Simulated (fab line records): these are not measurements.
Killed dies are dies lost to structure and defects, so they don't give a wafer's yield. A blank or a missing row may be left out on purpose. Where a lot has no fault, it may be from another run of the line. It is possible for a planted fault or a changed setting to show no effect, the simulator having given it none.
Which tool is to blame? | flow nandHarc | 11 lots with 33 wafers sampled at 2 steps, on a route of 1302 steps

== WHAT THE GAUGES READ, wafer by wafer ==
NHARC_P_ZERO_WELL_CD_MEAS_11: target cd 500 nm.
lot  | measured     | on       | cdNm (nm)
L123 | day 1 21:14  | cdSem-01 | 502.8 502.4 501.2
L127 | day 3 13:15  | cdSem-03 | 511.9 510.5 512.1
L130 | day 4 19:07  | cdSem-03 | 511.2 511.6 508.9
L136 | day 7 07:15  | cdSem-03 | 501.6 499.6 502.3
L139 | day 8 13:14  | cdSem-02 | 499.2 502.8 499.5
L140 | day 8 23:07  | cdSem-01 | 500.3 500.6 500.1
L141 | day 9 09:14  | cdSem-01 | 500.9 501.8 500.6
L142 | day 9 19:14  | cdSem-02 | 499.7 499.8 500.3
L143 | day 10 05:14 | cdSem-02 | 501.1 499.8 502.5
L144 | day 10 15:07 | cdSem-02 | 501.4 498.0 499.1
L145 | day 11 01:14 | cdSem-03 | 499.0 500.8 498.8

== WHICH TOOL RAN EACH LOT (tool, then ch and the chambers of the sampled wafers, then the start) ==
lot  | NHARC_P_ZERO_WELL_PEB_09
L123 | lithoTrack-02 ch 0, day 1 21:09
L127 | lithoTrack-02 ch 0, day 3 13:10
L130 | lithoTrack-02 ch 0, day 4 19:01
L136 | lithoTrack-02 ch 0, day 7 07:10
L139 | lithoTrack-05 ch 0, day 8 13:10
L140 | lithoTrack-02 ch 0, day 8 23:02
L141 | lithoTrack-05 ch 0, day 9 09:10
L142 | lithoTrack-02 ch 0, day 9 19:10
L143 | lithoTrack-05 ch 0, day 10 05:10
L144 | lithoTrack-07 ch 0, day 10 15:01
L145 | lithoTrack-05 ch 0, day 11 01:09
- NHARC_P_ZERO_WELL_PEB_09: peb time 80 s.

== THE ANSWER, worked out from the rows above alone ==
Rule: the lots themselves supply what counts as usual. Put in order of their means at a reading, lots are off if they are a third of the lots or fewer, leave a main group of 4 or more, and stand apart from it by a gap of 3 or more times the standard deviation of the main group's means; of several such gaps the widest counts. If all means in a main group match to the digits the tables above print for the reading, that group is not used. A lot without any number at a reading at which 4 lots or more have one is off too. Where the step has rows for the other lots, those lots are counted as sound.
Off at NHARC_P_ZERO_WELL_CD_MEAS_11 (cdNm): L127, L130. The main group has a mean of 500.6 nm with a standard deviation of 0.82.
A tool fits if, at a process step before that reading, it ran every lot that is off, and no sound lot after the first of them. Gauges at NHARC_P_ZERO_WELL_CD_MEAS_11: tried the same way as those tools. Not one of the candidates tried fits.

== WHAT THE SIMULATOR HAD PUT IN ==
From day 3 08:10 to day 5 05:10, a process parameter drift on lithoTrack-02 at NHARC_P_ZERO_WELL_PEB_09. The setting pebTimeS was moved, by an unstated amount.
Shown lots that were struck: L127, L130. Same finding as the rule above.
